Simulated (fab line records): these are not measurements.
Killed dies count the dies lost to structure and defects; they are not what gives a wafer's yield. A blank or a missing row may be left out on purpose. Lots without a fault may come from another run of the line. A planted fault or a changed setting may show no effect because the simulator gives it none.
Matching of chambers	flow nand_harc	rie_diel-12 running NHARC_P_M2_ETCH_35: 4 sister chambers
The step etches the open film in N2/H2, target depth 40 nm, overetch 12 nm, time 43.94 s. 4 wafers are shown with their chamber, then 11 later ones without.

## EACH WAFER AND ITS CHAMBER
wafer	chamber	drypump_motor_current_A (A)
L089.2	1	5.3
L090.1	3	6.2
L090.6	0	6.0
L091.2	2	5.8

## WAFERS WITH NO CHAMBER GIVEN
wafer	drypump_motor_current_A (A)
L091.3	6.2
L091.4	6.0
L092.2	5.3
L092.3	6.1
L092.4	6.2
L094.1	5.3
L094.3	6.2
L094.6	5.8
L097.2	6.2
L097.3	5.3
L097.4	6.0

## WHICH CHAMBER EACH WENT THROUGH
wafer	from the rows above	in truth
L091.3	3	3
L091.4	0	0
L092.2	1	1
L092.3	can't be placed: 0 or 3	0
L092.4	3	3
L094.1	1	1
L094.3	3	3
L094.6	2	2
L097.2	3	3
L097.3	1	1
L097.4	0	0
Placed correctly: 10 of 11. Can't be placed from these rows: 1 (the true chamber is among the candidates in 1). Placed wrongly: 0.
How it was worked out, from the rows above alone: a wafer's distance from a chamber is the root of the sum, over the readings, of the square of ((its reading less the chamber's mean) divided by the reading's scatter). The wafer belongs to the nearest chamber; if the next one is less than 2 further off, it can't be placed. A chamber's mean is the mean of its shown wafers. The scatter (one wafer shown for each chamber): square how far every hidden wafer sits from the nearest shown wafer, average those squares and take the square root.
